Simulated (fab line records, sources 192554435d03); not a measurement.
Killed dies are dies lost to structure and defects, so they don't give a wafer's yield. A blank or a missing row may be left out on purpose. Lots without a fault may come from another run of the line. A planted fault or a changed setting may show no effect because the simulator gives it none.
fab line records | flow n5_finfet
record lots=4 wafers=12 last_day=17
route steps=1938 shown GATE_CUT@468 BEOL_M4@1111 PASSIVATION@1936
lots that met no fault: from a run of the same line without faults
start_h: hours from the record's first day to the start of the lot's first wafer shown | wait_h: hours since the lot's step before | " the same as in the row above | L1.1+2: a row that stands for several wafers | - no value, or no start given | * or withheld: withheld | < > ~ a bound
route shown NAME@n: a module of which the file shows steps, and the number in the route of the first | usual: mean/standard deviation of fault-free wafers | same: alike in all rows | chamber/n: place in a boat | sites: the reading at each site | _std_site: their standard deviation | _edge_site: outer sites' mean less inner sites' | radius_mm: how far each site lies from the wafer's centre | mask NAME#n: copy n | behind: the tool/chamber that last shaped the wafer | hold: why the lot was held/for how many hours/how that ended | device: the transistor (n, p or np) that didn't switch | end of line: the same wafers' tests at the end of the route | a step without rows: its recipe alone | killed: dies lost to structure and defects at the first sort, not the wafer's yield | map: a wafer's dies, x killed, . not, _ none there
set.NAME: the setting as run; set.NAME@STEP: as run at that earlier step | model.NAME: the simulator's own value behind a step, which no gauge read
lots at some steps of the route; a table a step, a row a wafer
services: from which hour (start_h, from the record's first day; less than 0 if before it) a tool's chamber was out of use, for how many hours, and why
## steps
# step N5_GATE_CUT_VAPOR_ETCH_60
# recipe chemistry=BCl3/Cl2 target=HfO2 mode=isotropic
# step N5_GATE_CUT_ETCH_58
# recipe chemistry=CH3F/O2 target=SiNx target_depth_a=170 time_s=128.6 ion_energy_ev=50 pressure_mtorr=30 source_w=415 bias_w=21 Ar_flow_sccm=150 CH3F_flow_sccm=30 O2_flow_sccm=20
# step N5_GATE_CUT_STRIP_59
# recipe chemistry=N2/H2 time_s=20 power_w=100 temp_c=40 pressure_mtorr=100 rf_frequency_hz=6e+07 bias_power_w=3 n2_flow_sccm=300 h2_flow_sccm=300
# step N5_GATE_CUT_PRECLEAN_31
# recipe temp_c=23 chemistry=DIW time_s=300
# step N5_GATE_CUT_SRD_32
# recipe time_s=30 temp_c=23 rinse_liquid=diw dry=ipa_marangoni
# step N5_GATE_CUT_SAC_CAP_01
# recipe material=SiNx target_thk_a=240 temp_c=400 ald_precursor_family=SiH2I2 ald_co_reactant=N2/H2-plasma pulse_time_s=1 ald_cycles=480 purge_time_s=2 co_reactant_purge_time_s=2 pressure_torr=2
# step N5_GATE_CUT_PECVD_57
# recipe material=SiNx target_thk_a=210 temp_c=400 precursor=SiH4/NH3/N2 pressure_torr=1.5 rf_w=300
# step N5_GATE_CUT_CMP_02
# recipe stop_on=SiO2 t_overpolish_s=12.7 post_cmp_clean=alkaline_brush down_force_psi=2.5 platen_rpm=51.8 pad_velocity_m_s=1.0307 target_thk_nm=0
# step N5_GATE_CUT_HM_DEP_46
# recipe material=SiO2 target_thk_a=1300 temp_c=400 precursor=TEOS/O2 pressure_torr=6.5 rf_w=900 teos_flow_sccm=161.4 gas=O2 flow_sccm=2650 time_s=26.6
# step N5_GATE_CUT_COAT_34
# recipe resist=SOC temp_c=250 time_s=60 spin_rpm=1500 resist_thk_nm=60
# step N5_GATE_CUT_COAT_35
# recipe resist=SiARC temp_c=220 time_s=60 spin_rpm=1500 resist_thk_nm=10
# step N5_GATE_CUT_COAT_27
# recipe resist=underlayer temp_c=205 time_s=60 spin_rpm=1500 resist_thk_nm=10
# usual dispense_pressure_kPa=49.6/2.8 heater_power_total_W=391.8/1.2 spin_speed_rpm=1500.1/1.1
# same time_s=60
# columns lot.wafer tool chamber start_h wait_h dispense_pressure_kPa heater_power_total_W spin_speed_rpm model.underlayer_of_GATE_CUT_COAT_27.thk_nm
L692.3 litho_track-03 0 126.50 - 52.7 392.7 1499.5 10
L692.4 " 0 " " 52.7 393.2 1498.7 10
L692.6 " 0 " " 52.7 392.0 1500.0 10
L698.1 litho_track-03 0 163.03 - 52.8 390.9 1822.0 9
L698.3 " 0 " " 52.7 392.3 1822.4 9
L698.6 " 0 " " 52.8 390.6 1819.7 9
L699.1 litho_track-03 0 167.43 - 52.8 392.7 1821.5 9
L699.4 " 0 " " 52.8 390.9 1821.5 9
L699.5 " 0 " " 52.8 392.2 1822.5 9
L707.1 litho_track-02 0 215.25 - 46.3 392.5 1499.4 10
L707.4 " 0 " " 46.2 390.3 1500.1 10
L707.6 " 0 " " 46.3 390.8 1498.6 10
# step N5_GATE_CUT_COAT_07
# recipe resist=CAR-EUV spin_rpm=1500 resist_thk_nm=30
# step N5_GATE_CUT_EBR_09
# recipe solvent=PGMEA ebr_width_mm=1.5
# step N5_GATE_CUT_SOFTBAKE_08
# recipe temp_c=110 time_s=60 resist=CAR-EUV
# step N5_GATE_CUT_EXPOSE_10
# recipe mask_id=GATE_CUT na=0.33 source_shape=annular sigma_inner=0.35 sigma_outer=0.8 polarization=unpolarized target_cd_nm=20 dose_mj=43.25
# step N5_GATE_CUT_PEB_11
# recipe peb_temp_c=100 peb_time_s=60 resist=CAR-EUV
# step N5_GATE_CUT_DEVELOP_12
# recipe develop_time_s=30 developer=TMAH resist=CAR-EUV rinse_liquid=surfactant_rinse dry=air_spin dev_temp_c=23
# step N5_GATE_CUT_DESCUM_18
# recipe chemistry=O2 time_s=7 source_power_w=50 bias_power_w=20 pressure_mtorr=20 rf_frequency_hz=2.712e+07 temp_c=40 resist=CAR-EUV o2_flow_sccm=225
# step N5_GATE_CUT_ETCH_28
# recipe chemistry=N2/H2 target=underlayer target_depth_a=130 mask_material=CAR-EUV time_s=10.4 ion_energy_ev=200 pressure_mtorr=30 source_w=840 bias_w=150 n2_flow_sccm=200 h2_flow_sccm=200 ends=cleared
# usual drypump_motor_current_A=5.8/0.65 etch_rf_on_time_s=10.45/0.23 oes_product_au=0.65/0.069 rf_vpp_V=524.2/2.4 showerhead_plenum_p_Torr=2.55/0.08 throttle_valve_pct=17.9/0.36
# columns lot.wafer tool chamber start_h wait_h drypump_motor_current_A etch_rf_on_time_s oes_product_au rf_hours_counter_h rf_vpp_V showerhead_plenum_p_Torr throttle_valve_pct model.CAR-EUV_of_GATE_CUT_COAT_07.thk_nm model.etch.depth_nm
L692.3 rie_diel-04 3 127.05 0.0 6.2 10.29 0.64 186 523.4 2.52 17.8 14.8 9.96
L692.4 " 2 " " 5.2 10.57 0.65 130 524.4 2.54 17.5 14.6 9.979
L692.6 " 0 " " 5.9 10.51 0.66 - 518.8 2.37 17.9 14.4 9.973
L698.1 rie_diel-03 2 163.58 0.0 5.6 9.43 0.63 199 522.4 2.50 18.0 15.8 9.052
L698.3 " 1 " " 6.3 9.43 0.60 219 526.8 2.62 17.6 15.8 9.062
L698.6 " 0 " " 5.1 9.56 0.60 - 523.0 2.50 18.1 15.8 9.036
L699.1 rie_diel-04 0 167.98 0.0 5.9 9.53 0.64 126 518.2 2.36 17.9 15.6 9.015
L699.4 " 3 " " 6.3 9.47 0.62 200 523.6 2.51 17.8 15.8 9.018
L699.5 " 0 " " 5.8 9.52 0.65 - 517.9 2.37 17.9 15.6 9.019
L707.1 rie_diel-02 0 215.79 0.0 5.7 10.94 0.59 233 525.5 2.63 18.5 14.6 10.03
L707.4 " 2 " " 4.7 10.11 0.80 12 525.6 2.59 17.6 14.6 10.04
L707.6 " 2 " " 4.7 10.28 0.79 - 527.1 2.59 17.7 14.6 10.06
# step N5_GATE_CUT_ETCH_36
# recipe chemistry=CF4 target=SiARC target_depth_a=130 mask_material=CAR-EUV time_s=21.7 ion_energy_ev=80 pressure_mtorr=40 source_w=545 bias_w=36 Ar_flow_sccm=100 cf4_flow_sccm=100 ends=cleared
# usual cf4_flow_sccm=100.0/0.31 drypump_motor_current_A=5.8/0.65 etch_rf_on_time_s=21.8/0.42 mfc_ar_sccm=100.0/0.31 oes_product_au=0.65/0.068 rf_vpp_V=184.2/1.1 showerhead_plenum_p_Torr=2.15/0.063 throttle_valve_pct=15.6/0.35
# columns lot.wafer tool chamber start_h wait_h cf4_flow_sccm drypump_motor_current_A etch_rf_on_time_s mfc_ar_sccm oes_product_au rf_hours_counter_h rf_vpp_V showerhead_plenum_p_Torr throttle_valve_pct model.CAR-EUV_of_GATE_CUT_COAT_07.thk_nm
L692.3 rie_diel-04 3 127.07 0.0 99.9 6.2 21.7 100.1 0.63 186 183.2 2.14 15.6 7
L692.4 " 2 " " 100.1 5.2 22.2 100.6 0.65 131 183.2 2.14 15.2 7
L692.6 " 0 " " 100.1 5.9 21.7 99.9 0.65 - 182.1 1.99 15.5 6.8
L698.1 rie_diel-03 2 163.60 0.0 99.2 5.6 21.7 99.8 0.64 199 185.9 2.12 15.8 8
L698.3 " 1 " " 100.0 6.3 21.9 100.5 0.59 219 185.3 2.20 15.4 8
L698.6 " 0 " " 100.3 5.1 22.2 99.9 0.59 - 184.6 2.13 16.0 8
L699.1 rie_diel-04 0 168.00 0.0 100.5 5.9 21.7 100.2 0.65 126 180.0 1.98 15.6 8
L699.4 " 3 " " 100.0 6.2 21.9 99.3 0.62 200 184.0 2.13 15.6 8.2
L699.5 " 0 " " 99.7 5.9 21.7 100.0 0.64 - 181.3 1.98 15.6 8
L707.1 rie_diel-02 0 215.81 0.0 100.5 5.7 22.6 100.2 0.58 233 185.1 2.21 16.3 7
L707.4 " 2 " " 100.1 4.7 21.3 100.3 0.79 12 185.5 2.20 15.5 7
L707.6 " 2 " " 100.7 4.6 21.3 99.9 0.79 - 184.7 2.20 15.5 7
# step N5_GATE_CUT_ETCH_37
# recipe chemistry=N2/H2 target=SOC target_depth_a=600 overetch_a=120 mask_material=SiARC temp_c=40 time_s=90 ion_energy_ev=200 pressure_mtorr=30 source_w=840 bias_w=150 n2_flow_sccm=200 h2_flow_sccm=200
# step N5_BEOL_M4_RC_MEAS_101
# usual DIBL_N=36.5/2 DIBL_P=36.5/2.3 IOFF_N=0.16/0.036 IOFF_P=0.21/0.037 ION_N=672/12 ION_P=459/7.1 SS_N=71.6/0.73 SS_P=73.4/0.76 VT_N=250/3.3 VT_P=-250.5/2.9
# columns lot.wafer tool chamber start_h wait_h DIBL_N[mV/V] DIBL_P[mV/V] IOFF_N[nA/um] IOFF_P[nA/um] ION_N[uA/um] ION_P[uA/um] SS_N[mV/dec] SS_P[mV/dec] VT_N[mV] VT_P[mV]
L692.3 prober-01 0 223.63 0.3 32.9 33.1 0.10 0.15 651 450 70.4 72.3 255 -253.9
L692.4 " 0 " " 38.1 38.9 0.19 0.24 676 461 72.7 73.7 248 -247.5
L692.6 " 0 " " 35.0 34.4 0.13 0.17 664 453 71.4 73.5 254 -252.8
L699.1 prober-02 0 257.60 0.0 40.6 41.6 0.23 0.31 680 466 72.2 74.7 245 -246.1
L699.4 " 0 " " 40.2 39.0 0.21 0.25 649 444 73.9 73.9 249 -250.4
L699.5 " 0 " " 37.8 38.2 0.16 0.24 648 452 72.4 73.2 254 -251.2
L698.1 prober-01 0 259.25 0.0 38.0 39.0 0.22 0.24 690 463 72.4 74.0 246 -248.6
L698.3 " 0 " " 35.1 36.7 0.16 0.21 676 462 71.2 73.1 249 -248.9
L698.6 " 0 " " 37.5 37.8 0.18 0.23 654 450 72.8 73.5 251 -250.7
L707.1 prober-01 0 309.25 0.0 37.3 40.0 0.21 0.28 689 471 71.6 74.9 245 -244.4
L707.4 " 0 " " 38.8 39.3 0.26 0.27 668 460 73.0 74.5 246 -246.3
L707.6 " 0 " " 36.9 38.2 0.20 0.26 683 466 71.9 73.5 247 -247.0
# step N5_PASSIVATION_PROBE_49
# usual defect_limited_yield=91.4/1.4 killed_at_M0_to_M3=33/11 killed_at_M4_up=13/5.3 killed_at_contacts=13/6.1 killed_at_front_end=40/11 killed_at_other=2.9/2.7 killed_dies=102/17 killed_on_rim=14/4.2 killed_open=68/13 killed_short=32/7.5 sort_bin_5_function=5.1/0.98 sort_bin_6_memory=3.2/0.69 sort_bin_8_speed=0.1/1.1 sort_n_pass=1077/21 sort_yield_pct=91.3/1.7
# same gross_dies=1180 killed_at_back_side=0 sort_bin_4_leakage[%]=0
# columns lot.wafer tool chamber start_h wait_h defect_limited_yield[%] killed_at_M0_to_M3 killed_at_M4_up killed_at_contacts killed_at_front_end killed_at_other killed_dies killed_on_rim killed_open killed_short sort_bin_5_function[%] sort_bin_6_memory[%] sort_bin_8_speed[%] sort_n_pass sort_yield_pct[%]
L692.3 prober-02 - 340.63 0.1 91.4 48 7 4 41 1 101 10 61 37 5.7 2.6 0 1079 91.4
L692.4 prober-02 - 340.68 0.2 88.6 44 17 19 53 2 135 16 86 47 7.0 3.9 0 1045 88.6
L692.6 prober-02 - 340.78 0.3 89.7 49 21 12 35 5 122 20 75 45 6.3 3.8 0 1058 89.7
L698.1 prober-01 - 373.92 0.0 92.7 19 12 12 43 0 86 8 64 21 3.8 3.1 0 1094 92.7
L698.3 prober-01 - 374.02 0.1 90.9 35 19 13 34 6 107 11 81 23 5.5 3.4 0 1073 90.9
L698.6 prober-01 - 374.17 0.3 91.4 23 22 9 45 2 101 11 68 33 4.6 3.6 0 1079 91.4
# killed by level:class
L692.3 BEOL_M0_SAQP:geometric_particle:open=14 STI_FIN_REVEAL:geometric_particle:open=9 BEOL_M1:geometric_particle:open=8 BEOL_M3:geometric_particle:open=8 GATE_CUT:geometric_particle:short=7 BEOL_M0_SAQP:geometric_particle:short=7 FIN_SAQP:geometric_particle:open=6 FIN_SAQP:geometric_particle:short=6
L692.4 MOL_CONTACT_COAG:geometric_particle:open=15 BEOL_M2:geometric_particle:open=14 STI_FIN_REVEAL:geometric_particle:open=12 FIN_SAQP:geometric_particle:open=11 FIN_SAQP:geometric_particle:short=10 BEOL_M0_SAQP:geometric_particle:short=9 BEOL_M0_SAQP:geometric_particle:open=9 BEOL_M4:geometric_particle:open=7
L692.6 BEOL_M0_SAQP:geometric_particle:short=14 BEOL_M4:geometric_particle:open=12 BEOL_M2:geometric_particle:open=10 MOL_CONTACT_COAG:geometric_particle:open=9 BEOL_M0_SAQP:geometric_particle:open=9 FIN_SAQP:geometric_particle:open=7 FIN_SAQP:geometric_particle:short=6 BEOL_M2:geometric_particle:short=6
L698.1 MOL_CONTACT_COAG:geometric_particle:open=11 FIN_SAQP:geometric_particle:open=10 ILD0:geometric_particle:open=10 BEOL_M3:geometric_particle:open=7 STI_FIN_REVEAL:geometric_particle:open=6 FIN_SAQP:geometric_particle:short=5 BEOL_M0_SAQP:geometric_particle:short=5 DUMMY_GATE:geometric_particle:open=4
L698.3 FIN_SAQP:geometric_particle:open=15 BEOL_M3:geometric_particle:open=12 MOL_CONTACT_COAG:geometric_particle:open=12 BEOL_M4:geometric_particle:open=8 BEOL_M2:geometric_particle:open=6 FIN_SAQP:geometric_particle:short=4 BEOL_M0_SAQP:geometric_particle:open=4 BEOL_M1:geometric_particle:open=4
L698.6 FIN_SAQP:geometric_particle:open=17 FIN_SAQP:geometric_particle:short=8 MOL_CONTACT_COAG:geometric_particle:open=8 BEOL_M4:geometric_particle:open=7 BEOL_M2:geometric_particle:open=6 BEOL_M0_SAQP:geometric_particle:open=5 BEOL_M3:geometric_particle:open=5 GATE_CUT:geometric_particle:short=4
## services
# columns tool chamber start_h hours kind
rie_diel-03 3 133.54 12.3 repair
rie_diel-02 2 139.95 - clean
rie_diel-02 2 139.95 - consumable_replace:focus_ring
rie_diel-02 2 139.95 34.7 scheduled_down
rie_diel-02 2 139.95 34.7 vent_cycle
rie_diel-03 2 143.43 10.1 repair
rie_diel-04 1 209.51 16.5 repair
## key
first_sign step=N5_GATE_CUT_COAT_27 reading=spin_speed_rpm direction=up sigmas=99+ usual=* struck=*
effect step=N5_GATE_CUT_ETCH_28 reading=etch_rf_on_time_s direction=down sigmas=4.2 usual=* struck=*
model_effect step=N5_GATE_CUT_COAT_27 value=underlayer_of_GATE_CUT_COAT_27.thk_nm without=10 struck=9
model_effect step=N5_GATE_CUT_ETCH_28 value=CAR-EUV_of_GATE_CUT_COAT_07.thk_nm without=14.7 struck=15.73
model_effect step=N5_GATE_CUT_ETCH_36 value=CAR-EUV_of_GATE_CUT_COAT_07.thk_nm without=6.933 struck=8.033
met_at N5_GATE_CUT_COAT_27
struck_wafers L698.1,L698.3,L698.6,L699.1,L699.4,L699.5
onset_between 126.50 163.03
fault kind=process_parameter_drift tool=litho_track-03 chamber=- onset_h=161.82 steps=N5_GATE_CUT_COAT_27 channel=spin_rpm offset=* shape=step end_h=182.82 acts_in=* stated=*
